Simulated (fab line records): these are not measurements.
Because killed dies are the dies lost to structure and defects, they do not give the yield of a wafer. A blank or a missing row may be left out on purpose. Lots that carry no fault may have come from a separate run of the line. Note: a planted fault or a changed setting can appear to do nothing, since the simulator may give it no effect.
Which of the tools did it? || flow nand-harc || 12 lots with 36 wafers sampled at 5 steps, on a route of 1159 steps

## WHAT THE GAUGES SHOWED, per wafer
NHARC_A_CONTACT_INSPECT_44. Usual: raw-defect-count 27, standard deviation 15.
{"lot": "L707", "measured": "day 16 15:51", "on": "defect-inspect-01", "raw-defect-count": "16 12 9", "flag": ""}
{"lot": "L709", "measured": "day 16 19:46", "on": "defect-inspect-02", "raw-defect-count": "29 33 32", "flag": ""}
{"lot": "L708", "measured": "day 16 20:09", "on": "defect-inspect-02", "raw-defect-count": "18 14 23", "flag": ""}
{"lot": "L710", "measured": "day 17 06:07", "on": "defect-inspect-01", "raw-defect-count": "7 7 6", "flag": ""}
{"lot": "L715", "measured": "day 18 12:53", "on": "defect-inspect-01", "raw-defect-count": "23 20 22", "flag": ""}
{"lot": "L718", "measured": "day 19 03:52", "on": "defect-inspect-02", "raw-defect-count": "39 52 45", "flag": ""}
{"lot": "L722", "measured": "day 20 10:08", "on": "defect-inspect-02", "raw-defect-count": "10 10 12", "flag": ""}
{"lot": "L723", "measured": "day 20 11:17", "on": "defect-inspect-02", "raw-defect-count": "39 57 60", "flag": ""}
{"lot": "L725", "measured": "day 20 19:29", "on": "defect-inspect-01", "raw-defect-count": "15 6 8", "flag": ""}
{"lot": "L724", "measured": "day 20 19:53", "on": "defect-inspect-01", "raw-defect-count": "51 45 58", "flag": ""}
{"lot": "L726", "measured": "day 21 02:52", "on": "defect-inspect-01", "raw-defect-count": "59 54 47", "flag": ""}
{"lot": "L729", "measured": "day 21 23:03", "on": "defect-inspect-01", "raw-defect-count": "13 16 14", "flag": ""}

NHARC_END_SORT_01. Usual: killed-at-array 27, standard deviation 12; killed-at-other 0.8, standard deviation 1; killed-at-periphery 4.0, standard deviation 2.5; killed-dies 32, standard deviation 11; killed-open 3.3, standard deviation 1.8; killed-short 2.0, standard deviation 1.5.
{"lot": "L707", "measured": "day 20 04:19", "on": "prober-02", "killed-at-array": "13 13 11", "killed-at-other": "0 0 1", "killed-at-periphery": "3 7 6", "killed-dies": "16 20 18", "killed-open": "1 4 4", "killed-short": "3 1 3", "flag": ""}
{"lot": "L709", "measured": "day 20 00:45", "on": "prober-01", "killed-at-array": "30 32 30", "killed-at-other": "0 0 0", "killed-at-periphery": "5 6 6", "killed-dies": "35 38 36", "killed-open": "3 4 5", "killed-short": "2 3 2", "flag": ""}
{"lot": "L710", "measured": "day 20 09:12", "on": "prober-01", "killed-at-array": "15 14 17", "killed-at-other": "1 0 0", "killed-at-periphery": "4 3 3", "killed-dies": "20 17 20", "killed-open": "7 4 5", "killed-short": "3 2 3", "flag": ""}
{"lot": "L722", "measured": "day 23 05:07", "on": "prober-02", "killed-at-array": "17 13 12", "killed-at-other": "1 1 0", "killed-at-periphery": "5 12 4", "killed-dies": "23 26 16", "killed-open": "5 4 3", "killed-short": "0 5 1", "flag": ""}
{"lot": "L724", "measured": "day 23 23:44", "on": "prober-01", "killed-at-array": "42 41 52", "killed-at-other": "0 0 0", "killed-at-periphery": "1 2 1", "killed-dies": "43 43 53", "killed-open": "3 4 2", "killed-short": "1 2 4", "flag": ""}
{"lot": "L726", "measured": "day 24 06:23", "on": "prober-02", "killed-at-array": "53 52 40", "killed-at-other": "1 1 1", "killed-at-periphery": "2 1 1", "killed-dies": "56 54 42", "killed-open": "1 2 2", "killed-short": "4 2 0", "flag": ""}
{"lot": "L729", "measured": "day 24 22:18", "on": "prober-02", "killed-at-array": "14 20 11", "killed-at-other": "2 3 2", "killed-at-periphery": "9 6 7", "killed-dies": "25 29 20", "killed-open": "4 2 3", "killed-short": "0 2 0", "flag": ""}

## TOOL THAT RAN EACH LOT (tool first, then ch and the chambers of the sampled wafers, then the start)
{"lot": "L707", "NHARC_A_CONTACT_ETCH_48": "rie-diel-08 ch 1,2, day 16 16:02", "NHARC_A_CONTACT_ETCH_51": "rie-diel-08 ch 0,2, day 16 16:38", "NHARC_A_CONTACT_ETCH_113": "har-cap-etch-02 ch 0,1, day 16 17:44"}
{"lot": "L709", "NHARC_A_CONTACT_ETCH_48": "rie-diel-08 ch 0,1,3, day 16 19:55", "NHARC_A_CONTACT_ETCH_51": "rie-diel-08 ch 1,3, day 16 20:32", "NHARC_A_CONTACT_ETCH_113": "har-cap-etch-01 ch 0,1, day 16 21:31"}
{"lot": "L708", "NHARC_A_CONTACT_ETCH_48": "rie-diel-07 ch 1,2,3, day 16 20:19", "NHARC_A_CONTACT_ETCH_51": "rie-diel-07 ch 0,1, day 16 20:53", "NHARC_A_CONTACT_ETCH_113": "har-cap-etch-02 ch 0,1, day 16 21:49"}
{"lot": "L710", "NHARC_A_CONTACT_ETCH_48": "rie-diel-07 ch 1,2, day 17 06:18", "NHARC_A_CONTACT_ETCH_51": "rie-diel-07 ch 1,2,3, day 17 06:53", "NHARC_A_CONTACT_ETCH_113": "har-cap-etch-01 ch 0, day 17 07:48"}
{"lot": "L715", "NHARC_A_CONTACT_ETCH_48": "rie-diel-08 ch 2,3, day 18 13:02", "NHARC_A_CONTACT_ETCH_51": "rie-diel-08 ch 0,1, day 18 13:33", "NHARC_A_CONTACT_ETCH_113": "har-cap-etch-03 ch 0,1, day 18 14:31"}
{"lot": "L718", "NHARC_A_CONTACT_ETCH_48": "rie-diel-05 ch 0,2,3, day 19 04:01", "NHARC_A_CONTACT_ETCH_51": "rie-diel-05 ch 0,2,3, day 19 04:36", "NHARC_A_CONTACT_ETCH_113": "har-cap-etch-01 ch 0,1, day 19 05:29"}
{"lot": "L722", "NHARC_A_CONTACT_ETCH_48": "rie-diel-05 ch 1,2,3, day 20 10:19", "NHARC_A_CONTACT_ETCH_51": "rie-diel-05 ch 0,1,2, day 20 10:56", "NHARC_A_CONTACT_ETCH_113": "har-cap-etch-01 ch 0,1, day 20 11:46"}
{"lot": "L723", "NHARC_A_CONTACT_ETCH_48": "rie-diel-05 ch 0,2,3, day 20 11:26", "NHARC_A_CONTACT_ETCH_51": "rie-diel-05 ch 0,1,2, day 20 12:01", "NHARC_A_CONTACT_ETCH_113": "har-cap-etch-03 ch 0,1, day 20 12:58"}
{"lot": "L725", "NHARC_A_CONTACT_ETCH_48": "rie-diel-08 ch 0,1,2, day 20 19:38", "NHARC_A_CONTACT_ETCH_51": "rie-diel-08 ch 0,3, day 20 20:13", "NHARC_A_CONTACT_ETCH_113": "har-cap-etch-03 ch 0,1, day 20 21:08"}
{"lot": "L724", "NHARC_A_CONTACT_ETCH_48": "rie-diel-05 ch 1,3, day 20 20:02", "NHARC_A_CONTACT_ETCH_51": "rie-diel-05 ch 0,2,3, day 20 20:43", "NHARC_A_CONTACT_ETCH_113": "har-cap-etch-02 ch 0,1, day 20 21:32"}
{"lot": "L726", "NHARC_A_CONTACT_ETCH_48": "rie-diel-05 ch 0,1,3, day 21 03:01", "NHARC_A_CONTACT_ETCH_51": "rie-diel-05 ch 0,1,3, day 21 03:58", "NHARC_A_CONTACT_ETCH_113": "har-cap-etch-03 ch 0,1, day 21 04:55"}
{"lot": "L729", "NHARC_A_CONTACT_ETCH_48": "rie-diel-08 ch 0,2,3, day 21 23:13", "NHARC_A_CONTACT_ETCH_51": "rie-diel-08 ch 0,3, day 21 23:47", "NHARC_A_CONTACT_ETCH_113": "har-cap-etch-03 ch 0,1, day 22 00:41"}
- NHARC_A_CONTACT_ETCH_48: etches the open film in CF4, target depth 39 nm, time 65 s.
- NHARC_A_CONTACT_ETCH_51: etches the open film in O2/COS, target depth 3600 nm, time 936 s.
- NHARC_A_CONTACT_ETCH_113: etches the open film in C4F8/O2/Ar, time 94 s, target depth 922 nm.

## AS READ BY THE TOOLS THEMSELVES (means over the sampled wafers that have a number; for cases with no such wafer, the mark the record gives instead)
NHARC_A_CONTACT_ETCH_48. Usual: drypump-motor-current-A 5.7 A, standard deviation 0.53; oes-product-au 1.001 a.u., standard deviation 0.0091; rf-fwd-power-W 297.8 W, standard deviation 1.3; rf-vpp-V 151.2 V, standard deviation 1.2; showerhead-plenum-p-Torr 1.76 Torr, standard deviation 0.068; throttle-valve-pct 13.283 %, standard deviation 0.0086.
{"lot": "L707", "tool": "rie-diel-08", "drypump-motor-current-A (A)": 6.2, "oes-product-au (a.u.)": 1.003, "rf-fwd-power-W (W)": 297.7, "rf-vpp-V (V)": 151.1, "showerhead-plenum-p-Torr (Torr)": 1.74, "throttle-valve-pct (%)": 13.281, "flag": ""}
{"lot": "L709", "tool": "rie-diel-08", "drypump-motor-current-A (A)": 5.7, "oes-product-au (a.u.)": 1.011, "rf-fwd-power-W (W)": 298.4, "rf-vpp-V (V)": 150.3, "showerhead-plenum-p-Torr (Torr)": 1.72, "throttle-valve-pct (%)": 13.281, "flag": ""}
{"lot": "L708", "tool": "rie-diel-07", "drypump-motor-current-A (A)": 5.5, "oes-product-au (a.u.)": 1.003, "rf-fwd-power-W (W)": 297.6, "rf-vpp-V (V)": 151.4, "showerhead-plenum-p-Torr (Torr)": 1.77, "throttle-valve-pct (%)": 13.283, "flag": ""}
{"lot": "L710", "tool": "rie-diel-07", "drypump-motor-current-A (A)": 5.2, "oes-product-au (a.u.)": 0.996, "rf-fwd-power-W (W)": 299.5, "rf-vpp-V (V)": 149.6, "showerhead-plenum-p-Torr (Torr)": 1.72, "throttle-valve-pct (%)": 13.285, "flag": ""}
{"lot": "L715", "tool": "rie-diel-08", "drypump-motor-current-A (A)": 5.5, "oes-product-au (a.u.)": 0.991, "rf-fwd-power-W (W)": 297.4, "rf-vpp-V (V)": 150.4, "showerhead-plenum-p-Torr (Torr)": 1.70, "throttle-valve-pct (%)": 13.280, "flag": ""}
{"lot": "L718", "tool": "rie-diel-05", "drypump-motor-current-A (A)": 5.5, "oes-product-au (a.u.)": 1.009, "rf-fwd-power-W (W)": 299.3, "rf-vpp-V (V)": 151.9, "showerhead-plenum-p-Torr (Torr)": 1.85, "throttle-valve-pct (%)": 13.286, "flag": ""}
{"lot": "L722", "tool": "rie-diel-05", "drypump-motor-current-A (A)": 5.8, "oes-product-au (a.u.)": 1.001, "rf-fwd-power-W (W)": 298.4, "rf-vpp-V (V)": 151.9, "showerhead-plenum-p-Torr (Torr)": 1.82, "throttle-valve-pct (%)": 13.282, "flag": ""}
{"lot": "L723", "tool": "rie-diel-05", "drypump-motor-current-A (A)": 5.5, "oes-product-au (a.u.)": 1.005, "rf-fwd-power-W (W)": 297.6, "rf-vpp-V (V)": 152.0, "showerhead-plenum-p-Torr (Torr)": 1.85, "throttle-valve-pct (%)": 13.288, "flag": ""}
{"lot": "L725", "tool": "rie-diel-08", "drypump-motor-current-A (A)": 6.0, "oes-product-au (a.u.)": 1.010, "rf-fwd-power-W (W)": 298.1, "rf-vpp-V (V)": 150.4, "showerhead-plenum-p-Torr (Torr)": 1.74, "throttle-valve-pct (%)": 13.277, "flag": ""}
{"lot": "L724", "tool": "rie-diel-05", "drypump-motor-current-A (A)": 5.4, "oes-product-au (a.u.)": 1.004, "rf-fwd-power-W (W)": 296.2, "rf-vpp-V (V)": 151.1, "showerhead-plenum-p-Torr (Torr)": 1.79, "throttle-valve-pct (%)": 13.279, "flag": ""}
{"lot": "L726", "tool": "rie-diel-05", "drypump-motor-current-A (A)": 5.5, "oes-product-au (a.u.)": 1.006, "rf-fwd-power-W (W)": 297.9, "rf-vpp-V (V)": 151.2, "showerhead-plenum-p-Torr (Torr)": 1.81, "throttle-valve-pct (%)": 13.287, "flag": ""}
{"lot": "L729", "tool": "rie-diel-08", "drypump-motor-current-A (A)": 5.6, "oes-product-au (a.u.)": 0.992, "rf-fwd-power-W (W)": 297.9, "rf-vpp-V (V)": 151.4, "showerhead-plenum-p-Torr (Torr)": 1.73, "throttle-valve-pct (%)": 13.280, "flag": ""}

NHARC_A_CONTACT_ETCH_51. Usual: for cos-flow-sccm, 20.00 sccm with a standard deviation of 0.064; for drypump-motor-current-A, 5.7 A with a standard deviation of 0.52; for oes-product-au, 1.001 a.u. with a standard deviation of 0.009; for rf-fwd-power-W, 499.5 W with a standard deviation of 1.4; for rf-vpp-V, 314.0 V with a standard deviation of 2; for showerhead-plenum-p-Torr, 3.11 Torr with a standard deviation of 0.12; for throttle-valve-pct, 28.332 % with a standard deviation of 0.008.
{"lot": "L707", "tool": "rie-diel-08", "cos-flow-sccm (sccm)": 20.00, "drypump-motor-current-A (A)": 5.7, "oes-product-au (a.u.)": 1.007, "rf-fwd-power-W (W)": 498.7, "rf-vpp-V (V)": 314.6, "showerhead-plenum-p-Torr (Torr)": 3.12, "throttle-valve-pct (%)": 28.332, "flag": ""}
{"lot": "L709", "tool": "rie-diel-08", "cos-flow-sccm (sccm)": 19.98, "drypump-motor-current-A (A)": 5.6, "oes-product-au (a.u.)": 1.002, "rf-fwd-power-W (W)": 500.4, "rf-vpp-V (V)": 312.0, "showerhead-plenum-p-Torr (Torr)": 2.98, "throttle-valve-pct (%)": 28.330, "flag": ""}
{"lot": "L708", "tool": "rie-diel-07", "cos-flow-sccm (sccm)": 19.98, "drypump-motor-current-A (A)": 5.8, "oes-product-au (a.u.)": 1.001, "rf-fwd-power-W (W)": 498.7, "rf-vpp-V (V)": 312.4, "showerhead-plenum-p-Torr (Torr)": 2.96, "throttle-valve-pct (%)": 28.333, "flag": ""}
{"lot": "L710", "tool": "rie-diel-07", "cos-flow-sccm (sccm)": 20.05, "drypump-motor-current-A (A)": 5.6, "oes-product-au (a.u.)": 1.008, "rf-fwd-power-W (W)": 498.7, "rf-vpp-V (V)": 313.6, "showerhead-plenum-p-Torr (Torr)": 3.12, "throttle-valve-pct (%)": 28.334, "flag": ""}
{"lot": "L715", "tool": "rie-diel-08", "cos-flow-sccm (sccm)": 19.97, "drypump-motor-current-A (A)": 5.9, "oes-product-au (a.u.)": 1.012, "rf-fwd-power-W (W)": 500.1, "rf-vpp-V (V)": 313.4, "showerhead-plenum-p-Torr (Torr)": 3.09, "throttle-valve-pct (%)": 28.320, "flag": ""}
{"lot": "L718", "tool": "rie-diel-05", "cos-flow-sccm (sccm)": 19.97, "drypump-motor-current-A (A)": 5.5, "oes-product-au (a.u.)": 0.997, "rf-fwd-power-W (W)": 499.4, "rf-vpp-V (V)": 316.0, "showerhead-plenum-p-Torr (Torr)": 3.27, "throttle-valve-pct (%)": 28.329, "flag": ""}
{"lot": "L722", "tool": "rie-diel-05", "cos-flow-sccm (sccm)": 20.03, "drypump-motor-current-A (A)": 5.9, "oes-product-au (a.u.)": 1.001, "rf-fwd-power-W (W)": 498.9, "rf-vpp-V (V)": 316.2, "showerhead-plenum-p-Torr (Torr)": 3.24, "throttle-valve-pct (%)": 28.334, "flag": ""}
{"lot": "L723", "tool": "rie-diel-05", "cos-flow-sccm (sccm)": 20.09, "drypump-motor-current-A (A)": 5.9, "oes-product-au (a.u.)": 1.294, "rf-fwd-power-W (W)": 500.6, "rf-vpp-V (V)": 316.3, "showerhead-plenum-p-Torr (Torr)": 3.24, "throttle-valve-pct (%)": 28.329, "flag": "OFF"}
{"lot": "L725", "tool": "rie-diel-08", "cos-flow-sccm (sccm)": 20.01, "drypump-motor-current-A (A)": 5.3, "oes-product-au (a.u.)": 1.011, "rf-fwd-power-W (W)": 500.1, "rf-vpp-V (V)": 311.8, "showerhead-plenum-p-Torr (Torr)": 3.01, "throttle-valve-pct (%)": 28.329, "flag": ""}
{"lot": "L724", "tool": "rie-diel-05", "cos-flow-sccm (sccm)": 20.03, "drypump-motor-current-A (A)": 5.5, "oes-product-au (a.u.)": 1.293, "rf-fwd-power-W (W)": 499.2, "rf-vpp-V (V)": 316.2, "showerhead-plenum-p-Torr (Torr)": 3.26, "throttle-valve-pct (%)": 28.332, "flag": "OFF"}
{"lot": "L726", "tool": "rie-diel-05", "cos-flow-sccm (sccm)": 20.03, "drypump-motor-current-A (A)": 5.5, "oes-product-au (a.u.)": 1.293, "rf-fwd-power-W (W)": 499.8, "rf-vpp-V (V)": 316.2, "showerhead-plenum-p-Torr (Torr)": 3.19, "throttle-valve-pct (%)": 28.343, "flag": "OFF"}
{"lot": "L729", "tool": "rie-diel-08", "cos-flow-sccm (sccm)": 20.03, "drypump-motor-current-A (A)": 5.5, "oes-product-au (a.u.)": 1.000, "rf-fwd-power-W (W)": 500.5, "rf-vpp-V (V)": 312.6, "showerhead-plenum-p-Torr (Torr)": 3.06, "throttle-valve-pct (%)": 28.335, "flag": ""}

## THE ANSWER, worked out from the rows above alone
Rule: take the mean of a lot's wafers that have a number; if it is more than 3 standard deviations from the usual mean, the lot is off. Also off: a lot with no number at a reading for which 4 or more lots have one. All remaining lots with rows at the step are treated as sound. Order of review: gauges by route order, followed by the tools' own readings, for which a lot's mean as printed above is used. The first step at which some lot is off is used, and at that step the reading that is off furthest; a lot without a number counts as furthest.
Off: L723, L724, L726 (NHARC_A_CONTACT_ETCH_51, oes-product-au).
If a tool, at that step or one of the process steps before it, ran each lot that is off and ran no sound lot following the first of them, it fits. One candidate fits, namely rie-diel-05 at NHARC_A_CONTACT_ETCH_48 and NHARC_A_CONTACT_ETCH_51. At NHARC_A_CONTACT_ETCH_48 its last sound lot is L722 (day 20 10:19), its first lot that is off L723 (day 20 11:26): a fault that began between those two fits.

## WHAT THE SIMULATOR PUT IN
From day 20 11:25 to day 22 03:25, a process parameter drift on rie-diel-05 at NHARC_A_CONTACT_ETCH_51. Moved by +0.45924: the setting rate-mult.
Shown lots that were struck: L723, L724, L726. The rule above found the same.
